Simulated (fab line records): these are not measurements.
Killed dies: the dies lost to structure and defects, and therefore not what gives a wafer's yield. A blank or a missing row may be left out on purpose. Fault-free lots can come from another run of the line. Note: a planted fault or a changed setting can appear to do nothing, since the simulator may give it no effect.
Code-filled problem report in 8D (eight disciplines) form + flow n5_finfet + the parts of the form that need people (team, actions taken, sign-off) are left out

== 1. WHAT IS WRONG ==
rf_fwd_power_W at N5_BEOL_M7_ETCH_41 reads a mean of 297.0 W on 1 wafer of 1 lot; wafers without a fault read 392.0 W with a standard deviation of 1.2. That puts it -79 standard deviations away from the usual mean.
The step: etches SiCN in CH3F/O2, target depth 31.9 nm, time 57.8 s.
Earliest sighting: wafer L588.6 on rie_diel-04 at day 14 10:18. At this step, 15 wafers from 5 lots have a number in the record. Rule for "out" (also "out of limits"): further than 4 standard deviations from the usual mean. Any other wafer with a number is counted as sound.

== 2. WHAT IT IS, AND WHAT IT ISN'T ==
| question                    | is                       | is not                                                                                              |
|-----------------------------|--------------------------|-----------------------------------------------------------------------------------------------------|
| which readings at this step | rf_fwd_power_W, rf_vpp_V | O2_flow_sccm, drypump_motor_current_A, oes_product_au, showerhead_plenum_p_Torr, throttle_valve_pct |
| which lots                  | L588                     | L580, L581, L586, L589                                                                              |
| which wafers of those lots  | L588.6                   | L588.2, L588.5                                                                                      |
| read on which tools         | rie_diel-04              | rie_diel-06                                                                                         |
| when                        | from day 14 10:18        | up to then (8 sound wafers); but 6 sound wafers of L580, L589 came after                            |

== 3. THE SUSPECTS, EACH WITH WHAT RULES IT OUT ==
Counting: if a tool at a process step up to the reading ran every lot that is out, it stays a suspect. Sound lots after the first of them don't rule it out here, since some wafers of a struck lot are sound.
- rie_diel-04 at N5_BEOL_M7_DESCUM_33 (chemistry O2, time 7 s): kept. The lot that is out, L588, ran on it at day 14 10:00; the last sound lot it ran before that was L586, at day 13 13:45.
- rie_diel-04 at N5_BEOL_M7_ETCH_66 (etches SOC in N2/H2, target depth 80 nm, overetch 16 nm, time 120 s): kept. The lot that is out, L588, ran on it at day 14 10:05; the last sound lot it ran before that was L586, at day 13 13:50.
- rie_diel-04 at N5_BEOL_M7_STRIP_36 (strips in N2/H2): kept. The lot that is out, L588, ran on it at day 14 10:14; the last sound lot it ran before that was L586, at day 13 13:59.
- rie_diel-04 at N5_BEOL_M7_TRENCH_ETCH_37 (etches SiCOH lowk in C4F6/O2, target depth 93.478 nm, time 31.2 s): kept. The lot that is out, L588, ran on it at day 14 10:18; the last sound lot it ran before that was L586, at day 13 14:03. N5_BEOL_M7_TRENCH_ETCH_37 gives no start for some lots, so the hours and the order of its lots are those of N5_BEOL_M7_ETCH_41.
- rie_diel-04 at N5_BEOL_M7_ETCH_41 (etches SiCN in CH3F/O2, target depth 31.9 nm, time 57.8 s): kept. The lot that is out, L588, ran on it at day 14 10:18; the last sound lot it ran before that was L586, at day 13 14:03. Out on those wafers are its own readings of rf_fwd_power_W, rf_vpp_V.
- At N5_BEOL_M7_DESCUM_33 on rie_diel-04, chamber 0 took the sound wafers of the same lots and chamber 2 took the wafers that are out.
- At N5_BEOL_M7_ETCH_66 on rie_diel-04, chamber 0 took the sound wafers of the same lots and chamber 2 took the wafers that are out.
- At N5_BEOL_M7_STRIP_36 on rie_diel-04, chamber 0 took the sound wafers of the same lots and chamber 2 took the wafers that are out.
- At N5_BEOL_M7_TRENCH_ETCH_37 on rie_diel-04, chamber 0 took the sound wafers of the same lots and chamber 2 took the wafers that are out.
- At N5_BEOL_M7_ETCH_41 on rie_diel-04, chamber 0 took the sound wafers of the same lots and chamber 2 took the wafers that are out.
Left after counting: rie_diel-04 at N5_BEOL_M7_DESCUM_33, rie_diel-04 at N5_BEOL_M7_ETCH_66, rie_diel-04 at N5_BEOL_M7_STRIP_36, rie_diel-04 at N5_BEOL_M7_TRENCH_ETCH_37, rie_diel-04 at N5_BEOL_M7_ETCH_41.

== 4. THE CAUSE (what the simulator had put in) ==
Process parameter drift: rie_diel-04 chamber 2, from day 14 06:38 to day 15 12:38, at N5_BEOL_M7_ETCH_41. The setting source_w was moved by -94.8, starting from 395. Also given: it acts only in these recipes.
5 suspects survive the count, and this tool is in that group.

== 5. SEQUENCE OF EFFECTS, ordered by route ==
Rows list readings where the struck wafers' mean (over those with a number) sits beyond 3 standard deviations from the usual. Only readings for which the record gives a usual standard deviation are gone through. hours: the time from each lot's start at the first step in this table that gives one to its start at this step, as a median over the lots. sigmas: the change in usual standard deviations.
| hours | step               | reading        | usual   | on struck wafers | change | sigmas |
|-------|--------------------|----------------|---------|------------------|--------|--------|
| 0     | N5_BEOL_M7_ETCH_41 | rf_fwd_power_W | 392.0 W | 297.0            | -95.0  | -79    |
| 0     | N5_BEOL_M7_ETCH_41 | rf_vpp_V       | 296.8 V | 327.1            | +30.3  | +18    |
Its process steps:
- N5_BEOL_M7_ETCH_41: etches SiCN in CH3F/O2, target depth 31.9 nm, time 57.8 s.

== 6. HOW IT WOULD HAVE BEEN CAUGHT EARLIER ==
First out-of-limits reading in this record: day 14 10:18, which is 4 hours after fault onset at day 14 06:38.
